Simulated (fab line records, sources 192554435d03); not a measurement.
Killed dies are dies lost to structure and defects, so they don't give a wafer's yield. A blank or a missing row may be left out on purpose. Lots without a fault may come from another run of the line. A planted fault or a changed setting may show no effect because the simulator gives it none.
fab line records | flow n5_finfet
record lots=10 wafers=30 last_day=18
route steps=1938 shown BEOL_M12@1636
lots that met no fault: from a run of the same line without faults
start_h: hours from the record's first day to the start of the lot's first wafer shown | wait_h: hours since the lot's step before | " the same as in the row above | L1.1+2: a row that stands for several wafers | - no value, or no start given | * or withheld: withheld | < > ~ a bound
route shown NAME@n: a module of which the file shows steps, and the number in the route of the first | usual: mean/standard deviation of fault-free wafers | same: alike in all rows | chamber/n: place in a boat | sites: the reading at each site | _std_site: their standard deviation | _edge_site: outer sites' mean less inner sites' | radius_mm: how far each site lies from the wafer's centre | mask NAME#n: copy n | behind: the tool/chamber that last shaped the wafer | hold: why the lot was held/for how many hours/how that ended | device: the transistor (n, p or np) that didn't switch | end of line: the same wafers' tests at the end of the route | a step without rows: its recipe alone | killed: dies lost to structure and defects at the first sort, not the wafer's yield | map: a wafer's dies, x killed, . not, _ none there
set.NAME: the setting as run; set.NAME@STEP: as run at that earlier step | model.NAME: the simulator's own value behind a step, which no gauge read
steps of the route over a sample of lots; a table a step, a row a wafer
services: from which hour (start_h, from the record's first day; less than 0 if before it) a tool's chamber was out of use, for how many hours, and why
## steps
# step N5_BEOL_M12_ETCH_67
# recipe chemistry=CF4 target=SiARC target_depth_a=1430 time_s=238.3 ion_energy_ev=80 pressure_mtorr=40 source_w=545 bias_w=36 Ar_flow_sccm=100 cf4_flow_sccm=100 ends=cleared
# usual drypump_motor_current_A=5.8/0.48 etch_rf_on_time_s=238/3.5 oes_product_au=0.68/0.06 rf_vpp_V=184.0/1.3 showerhead_plenum_p_Torr=2.14/0.074 throttle_valve_pct=15.60/0.24
# columns lot.wafer tool chamber start_h wait_h drypump_motor_current_A etch_rf_on_time_s oes_product_au rf_hours_counter_h rf_vpp_V showerhead_plenum_p_Torr throttle_valve_pct
L874.2 rie_diel-06 1 266.96 0.0 6.0 243 0.59 227 182.8 2.04 15.67
L874.3 " 2 " " 5.8 239 0.74 38 183.5 2.09 15.37
L874.5 " 1 " " 6.0 241 0.60 - 182.7 2.04 15.66
L878.1 rie_diel-06 3 275.87 0.0 5.4 237 0.69 76 182.2 2.09 15.27
L878.3 " 2 " " 5.8 234 0.74 40 183.7 2.09 15.37
L878.5 " 2 " " 5.7 238 0.72 - 183.0 2.09 15.37
L882.1 rie_diel-06 2 294.60 0.0 5.8 239 0.72 47 183.0 2.09 15.39
L882.4 " 3 " " 5.4 239 0.69 82 182.5 2.09 15.27
L882.6 " 3 " " 5.4 241 0.68 - 182.6 2.09 15.28
L883.2 rie_diel-04 0 308.28 0.0 6.7 233 0.79 14 185.9 2.27 15.13
L883.3 " 3 " " 5.8 238 0.69 69 184.9 2.16 15.50
L883.6 " 2 " " 5.5 241 0.58 - 183.9 2.13 16.03
L887.3 rie_diel-06 2 339.86 0.0 5.8 237 0.71 61 183.2 2.08 15.43
L887.4 " 3 " " 5.4 241 0.67 96 183.1 2.08 15.29
L887.5 " 0 " " 5.4 237 0.66 - 186.2 2.24 15.81
L889.1 rie_diel-05 0 343.26 0.0 6.0 232 0.70 78 183.4 2.09 15.72
L889.2 " 2 " " 5.1 236 0.71 69 181.8 2.08 15.38
L889.4 " 1 " " 5.9 236 0.69 108 183.1 2.07 15.64
L891.1 rie_diel-05 0 351.94 0.0 6.0 235 0.69 82 183.2 2.09 15.74
L891.3 " 3 " " 6.6 243 0.60 210 183.5 2.13 15.83
L891.4 " 2 " " 5.1 239 0.70 72 184.5 2.08 15.38
L893.2 rie_diel-05 2 362.32 0.0 5.1 243 0.69 76 183.8 2.08 15.39
L893.3 " 3 " " 6.7 244 0.60 214 181.2 2.13 15.84
L893.4 " 1 " " 5.9 243 0.67 116 182.0 2.07 15.65
L890.3 rie_diel-04 3 362.37 0.0 5.8 236 0.68 91 185.6 2.16 15.55
L890.5 " 1 " " 5.3 237 0.64 - 184.5 2.23 15.76
L890.6 " 2 " " 5.5 237 0.58 - 184.4 2.12 16.05
L895.2 rie_diel-04 1 389.43 0.0 5.3 238 0.64 145 186.7 2.23 15.77
L895.4 " 3 " " 5.8 238 0.67 - 183.3 2.15 15.55
L895.5 " 1 " " 5.3 237 0.65 - 185.6 2.23 15.76
# step N5_BEOL_M12_STRIP_37
# recipe chemistry=N2/H2 power_w=1000 temp_c=250 h2_frac=0.65 overash_fraction=0.3 pressure_mtorr=withheld n2_flow_sccm=1750 h2_flow_sccm=3250
# usual drypump_motor_current_A=5.6/0.36 heater_power_w=337/22 oes_product_au=0.790/0.011
# columns lot.wafer tool chamber start_h wait_h drypump_motor_current_A heater_power_w oes_product_au rf_hours_counter_h
L874.2 plasma_asher-02 0 267.48 0.0 5.9 319 0.802 122
L874.3 " 1 " " 5.6 374 0.780 -
L874.5 " 1 " " 5.6 376 0.804 -
L878.1 plasma_asher-02 1 276.39 0.0 5.6 372 0.770 124
L878.3 " 1 " " 5.6 364 0.807 -
L878.5 " 1 " " 5.6 378 0.782 -
L882.1 plasma_asher-01 0 295.13 0.0 5.0 339 0.783 85
L882.4 " 0 " " 4.9 327 0.783 -
L882.6 " 0 " " 5.0 325 0.789 -
L883.2 plasma_asher-02 1 308.80 0.0 5.6 372 0.810 130
L883.3 " 1 " " 5.6 371 0.795 -
L883.6 " 0 " " 5.9 317 0.806 -
L887.3 plasma_asher-01 0 340.40 0.1 5.0 332 0.777 -
L887.4 " 1 " " 5.7 316 0.805 -
L887.5 " 0 " " 5.0 323 0.794 -
L889.1 plasma_asher-02 0 343.78 0.0 5.9 319 0.790 138
L889.2 " 1 " " 5.6 370 0.810 138
L889.4 " 0 " " 5.9 324 0.794 -
L891.1 plasma_asher-02 1 352.49 0.1 5.6 370 0.796 141
L891.3 " 1 " " 5.5 372 0.782 -
L891.4 " 0 " " 6.0 321 0.798 -
L893.2 plasma_asher-02 0 362.84 0.0 5.9 322 0.793 143
L893.3 " 0 " " 5.9 315 0.768 -
L893.4 " 1 " " 5.6 368 0.800 -
L890.3 plasma_asher-01 0 362.91 0.1 5.0 322 0.771 -
L890.5 " 1 " " 5.7 318 0.809 -
L890.6 " 0 " " 5.0 328 0.800 -
L895.2 plasma_asher-02 0 389.98 0.1 5.9 326 0.778 148
L895.4 " 1 " " 5.5 374 0.771 -
L895.5 " 1 " " 5.6 374 0.770 -
# step N5_BEOL_M12_CMP_49
# recipe stop_on=SiOC t_overpolish_s=20.6 down_force_psi=1 platen_rpm=50 clearing_platen_down_force_psi=1.5 clearing_platen_rpm=50 post_cmp_clean=cu_alkaline target_thk_nm=320 clearing_platen_pad_velocity_m_s=0.99484 pad_velocity_m_s=0.99484
# usual barrier_field_endpoint_s=30.4/0.79 clearing_platen_rpm=50.00/0.03 head_pressure_psi=1.0000/0.0022 motor_current_A=6.2/0.49 overpolish_run_s=20.599/0.0098
# columns lot.wafer tool chamber start_h wait_h barrier_field_endpoint_s clearing_platen_rpm head_pressure_psi motor_current_A overpolish_run_s
L874.3 cmp-03 2 271.70 0.2 30.2 49.99 1.0028 6.0 20.591
L874.2 " 3 " " 30.8 49.98 1.0055 5.7 20.610
L874.5 " 1 " " 30.7 49.98 1.0033 7.0 20.610
L878.1 cmp-01 2 280.30 0.3 31.3 50.05 0.9992 5.7 20.597
L878.3 " 0 " " 30.6 50.00 0.9951 6.1 20.595
L878.5 " 3 " " 31.7 49.97 0.9980 6.6 20.610
L882.4 cmp-01 1 299.52 0.2 30.9 49.97 0.9959 5.4 20.607
L882.1 " 2 " " 30.9 50.01 0.9983 5.8 20.613
L882.6 " 0 " " 27.7 50.00 1.0892 6.3 20.584
L883.3 cmp-01 2 313.45 0.2 30.1 49.98 0.9991 5.7 20.600
L883.2 " 0 " " 27.3 49.97 1.0870 6.4 20.613
L883.6 " 1 " " 29.6 49.98 1.0008 5.2 20.619
L887.3 cmp-02 1 342.01 0.3 30.8 50.03 0.9959 6.5 20.599
L887.4 " 2 " " 30.3 50.00 0.9987 6.3 20.611
L887.5 " 0 " " 31.6 49.97 0.9985 5.8 20.606
L889.4 cmp-02 1 344.98 0.2 30.3 50.00 0.9973 6.7 20.605
L889.2 " 2 " " 32.5 49.98 0.9999 6.6 20.592
L889.1 " 3 " " 31.0 49.96 0.9972 6.4 20.611
L891.1 cmp-03 0 354.56 0.3 29.5 50.00 0.9980 6.8 20.591
L891.3 " 1 " " 30.3 50.01 1.0041 6.9 20.601
L891.4 " 3 " " 28.8 49.94 0.9991 5.7 20.585
L893.4 cmp-03 3 363.94 0.1 28.7 50.06 0.9994 6.4 20.603
L893.3 " 1 " " 29.5 50.06 0.9983 7.0 20.601
L893.2 " 2 " " 30.6 50.02 0.9992 5.5 20.594
L890.3 cmp-03 0 366.14 0.2 31.8 50.00 0.9994 6.5 20.596
L890.6 " 3 " " 30.4 49.99 1.0042 6.1 20.601
L890.5 " 0 " " 31.5 50.05 0.9991 6.5 20.583
L895.2 cmp-01 0 393.10 0.3 30.9 49.99 0.9969 6.3 20.594
L895.4 " 2 " " 31.4 49.99 1.0005 5.7 20.580
L895.5 " 0 " " 30.3 50.01 1.0021 6.2 20.614
# step N5_BEOL_M12_DEP_53
# recipe material=SiCN target_thk_a=300 temp_c=withheld precursor=3MS/NH3 pressure_torr=3 rf_w=675 time_s=10.5
# usual showerhead_plenum_p_Torr=4.162/0.019 showerhead_vpp_V=1606/85 throttle_valve_pct=18.1/1.4
# columns lot.wafer tool chamber start_h wait_h showerhead_plenum_p_Torr showerhead_vpp_V since_wet_clean_h throttle_valve_pct
L874.2 pecvd-01 0 272.02 0.0 4.181 1635 1157 18.5
L874.3 " 1 " " 4.181 1738 1882 17.1
L874.5 " 2 " " 4.144 1584 - 16.2
L878.1 pecvd-04 0 280.65 0.0 4.187 1634 985 18.7
L878.3 " 1 " " 4.163 1662 1710 20.7
L878.5 " 0 " " 4.180 1638 - 18.9
L882.1 pecvd-01 1 299.80 0.0 4.193 1746 1910 17.0
L882.4 " 0 " " 4.175 1618 - 18.7
L882.6 " 1 " " 4.186 1717 - 17.0
L883.2 pecvd-03 0 313.77 0.0 4.143 1676 836 17.8
L883.3 " 1 " " 4.124 1387 1561 19.3
L883.6 " 0 " " 4.133 1665 - 17.7
L887.3 pecvd-03 1 342.31 0.0 4.120 1397 - 19.3
L887.4 " 2 " " 4.155 1595 - 16.8
L887.5 " 2 " " 4.166 1578 - 16.5
L889.1 pecvd-03 2 345.31 0.0 4.162 1570 114 16.7
L889.2 " 1 " " 4.133 1406 1593 19.0
L889.4 " 1 " " 4.124 1419 - 19.4
L891.1 pecvd-01 2 354.91 0.0 4.154 1615 486 16.4
L891.3 " 0 " " 4.177 1606 1240 18.6
L891.4 " 1 " " 4.183 1722 - 16.9
L893.2 pecvd-04 2 364.29 0.0 4.151 1625 314 16.9
L893.3 " 1 " " 4.187 1670 1793 20.5
L893.4 " 1 " " 4.175 1643 - 20.5
L890.3 pecvd-04 2 366.46 0.0 4.155 1630 316 16.8
L890.5 " 0 " " 4.197 1649 - 19.0
L890.6 " 1 " " 4.175 1656 - 20.1
L895.2 pecvd-04 2 393.42 0.0 4.164 1605 343 17.3
L895.4 " 1 " " 4.182 1636 - 20.3
L895.5 " 0 " " 4.190 1642 - 18.7
## services
# columns tool chamber start_h hours kind
plasma_asher-02 - 250.42 3.0 repair
pecvd-04 - 264.79 2.8 pm
pecvd-03 - 267.09 6.0 pm
cmp-01 - 269.07 5.5 pm
rie_diel-05 - 270.27 0.2 repair
cmp-02 - 272.53 9.4 pm
cmp-03 - 279.06 0.5 repair
cmp-02 - 293.32 24.6 pm
rie_diel-04 3 294.87 1.6 repair
rie_diel-04 0 297.11 5.5 repair
pecvd-04 - 303.00 6.0 pm
cmp-02 - 324.02 1.0 repair
cmp-01 - 327.32 4.0 pm
cmp-02 - 329.46 0.5 repair
pecvd-01 1 331.86 9.5 repair
pecvd-03 0 336.96 20.2 repair
plasma_asher-01 - 343.65 9.3 pm
cmp-03 - 344.57 0.5 repair
pecvd-04 - 351.40 2.8 repair
cmp-02 - 356.87 7.2 pm
pecvd-03 - 358.97 2.8 pm
cmp-01 - 365.12 2.9 repair
plasma_asher-01 - 389.82 3.0 repair
pecvd-03 - 391.33 0.7 repair
## key
first_sign step=N5_BEOL_M12_CMP_49 reading=head_pressure_psi direction=up sigmas=41 usual=1.0000 struck=1.0881
effect step=N5_BEOL_M12_CMP_49 reading=barrier_field_endpoint_s direction=down sigmas=3.7 usual=30.4 struck=27.5
met_at N5_BEOL_M12_CMP_49
struck_lots L882,L883
struck_wafers L882.6,L883.2
not_acting_at N5_BEOL_M12_ETCH_67,N5_BEOL_M12_STRIP_37,N5_BEOL_M12_DEP_53
onset_between 280.30 299.52
fault kind=process_parameter_drift tool=cmp-01 chamber=0 onset_h=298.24 steps=N5_BEOL_M12_CMP_49 channel=down_force_psi offset=0.088745 shape=step end_h=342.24 acts_in=these_recipes_only stated=1
